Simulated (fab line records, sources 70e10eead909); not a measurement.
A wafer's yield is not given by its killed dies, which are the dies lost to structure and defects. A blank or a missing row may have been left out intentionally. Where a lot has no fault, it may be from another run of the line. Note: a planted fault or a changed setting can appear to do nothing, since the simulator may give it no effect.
A lot that was struck, set against a sound lot -- flow nand harc -- 33 steps out of a route of 1159
Sound: these wafers, L657.2, L657.4, L657.6. The struck wafers were L662.1, L662.4, L662.6. Last of all comes the cause.
For every step that has rows: the tool of each side, followed by ch and its chambers, followed by its first start. Under that, the readings that differ: sound wafers -- struck wafers -- difference of the means -- sigmas: that difference in standard deviations of wafers without a fault.
alike: readings whose means differ by less than 2 such deviations, and words and numbers that are the same on both sides. not compared: withheld readings, readings that some wafer has no value for, bounds like >300 that may hide the same value, and numbers for which the record gives no deviation and whose values overlap.
Wherever a step has rows on one side only, a row that says differs or no value, or a row with sigmas, the two part there. Numbers that have no deviation but don't overlap get no sigmas and don't part them. Lack of a reading on every wafer of one side parts them only where that side has two or more wafers.

first, 9 steps without rows for these wafers: NHARC_A_BONDPAD_EBR_05; NHARC_A_BONDPAD_EXPOSE_06 (exposes mask A BPAD); NHARC_A_BONDPAD_PEB_07 (peb time 80 s); NHARC_A_BONDPAD_DEVELOP_08 (time 50 s); NHARC_A_BONDPAD_HARDBAKE_10 (time 65 s); NHARC_A_BONDPAD_DESCUM_11 (chemistry O2, time 3 s); NHARC_A_BONDPAD_ETCH_34 (etches the open film in N2/H2, target depth 60 nm, overetch 18 nm, time 65.91 s); NHARC_A_BONDPAD_ETCH_12 (etches the open film in CHF3/O2, target depth 220 nm, time 110 s); NHARC_A_BONDPAD_STRIP_15 (strips in O2).
NHARC_A_BONDPAD_ETCH_24: etches the open film in CF4/N2, target depth 30 nm, time 72.99 s.
  sound on rie diel-06 ch 0,1,2, day 20 13:53; struck on rie diel-06 ch 2,3, day 22 00:14
reading,sound,struck,difference,sigmas
throttle valve pct (%),19.789 19.785 19.787,19.803 19.806 19.811,+0.020,+2
  alike: chamber pressure mTorr, drypump motor current A, oes product au, rf vpp V, showerhead plenum p Torr
  not compared: rf hours counter h
then, 22 steps without rows for these wafers: NHARC_A_BONDPAD_STRIP_16 (strips in post etch residue remover, time 600 s); NHARC_A_BONDPAD_DEGAS_25 (time 60 s); NHARC_A_BONDPAD_PRE_CLEAN_26 (time 30 s); NHARC_A_BONDPAD_PVD_17 (deposits TaN, target thk 5 nm, time 8.06 s); NHARC_A_BONDPAD_PVD_27 (deposits Cu, target thk 30 nm, time 20.49 s); NHARC_A_BONDPAD_ECD_18 (material Cu, target thk 400 nm); NHARC_A_BONDPAD_ANNEAL_28 (time 90 s); NHARC_A_BONDPAD_CMP_19 (polishes, t overpolish 30 s, cu recess touch 16 s, target thk 169.8 nm); NHARC_A_BONDPAD_SRD_21 (time 30 s, dry time 20 s); NHARC_HYBRID_BOND_ACTIVATE_00 (chemistry N2, time 60 s); NHARC_HYBRID_BOND_PRECLEAN_01 (cleans in DIW, time 300 s); NHARC_HYBRID_BOND_SRD_02 (time 30 s, dry time 20 s); NHARC_HYBRID_BOND_BOND_03; NHARC_HYBRID_BOND_ANNEAL_04 (time 7200 s); NHARC_THIN_TSV_GRIND_00; NHARC_THIN_TSV_CMP_01 (polishes); NHARC_THIN_TSV_SRD_03; NHARC_THIN_TSV_PRECLEAN_41 (cleans in SC1); NHARC_THIN_TSV_SRD_42; NHARC_THIN_TSV_DEP_43 (deposits SiO2, target thk 1328.5 nm); NHARC_THIN_TSV_DEHYDRATE_04 (time 120 s); NHARC_THIN_TSV_HMDS_05 (time 30 s).
NHARC_END_SORT_01:
  sound on prober-02 ch 0, day 21 23:23; struck on prober-02 ch 0, day 23 16:01
reading,sound,struck,difference,sigmas
defect limited yield (%),94.7 93.9,81.8 83.5 85.5,-10.7,-7
killed at array,33 39,122 110 93,+72,+7
killed dies,36 41,123 112 98,+72,+7
sort_bin_2_pct (%),1.6 1.9,8.4 6.5 5.6,+5.1,+7
sort_bin_3_pct (%),0.15 0.59,1.77 2.51 2.36,+1.84,+9
sort_bin_4_pct (%),3.5 3.5,8.0 7.5 6.5,+3.8,+4
sort n pass,641 636,554 565 579,-72,-7
sort yield pct (%),94.7 93.9,81.8 83.5 85.5,-10.7,-7
  alike: killed at other, killed at periphery, killed open, killed short, sort rim yield pct

## WHERE THEY PART
Earliest at NHARC_A_BONDPAD_ETCH_24; latest, in this record, at NHARC_END_SORT_01.

WHY: what the simulator had put in
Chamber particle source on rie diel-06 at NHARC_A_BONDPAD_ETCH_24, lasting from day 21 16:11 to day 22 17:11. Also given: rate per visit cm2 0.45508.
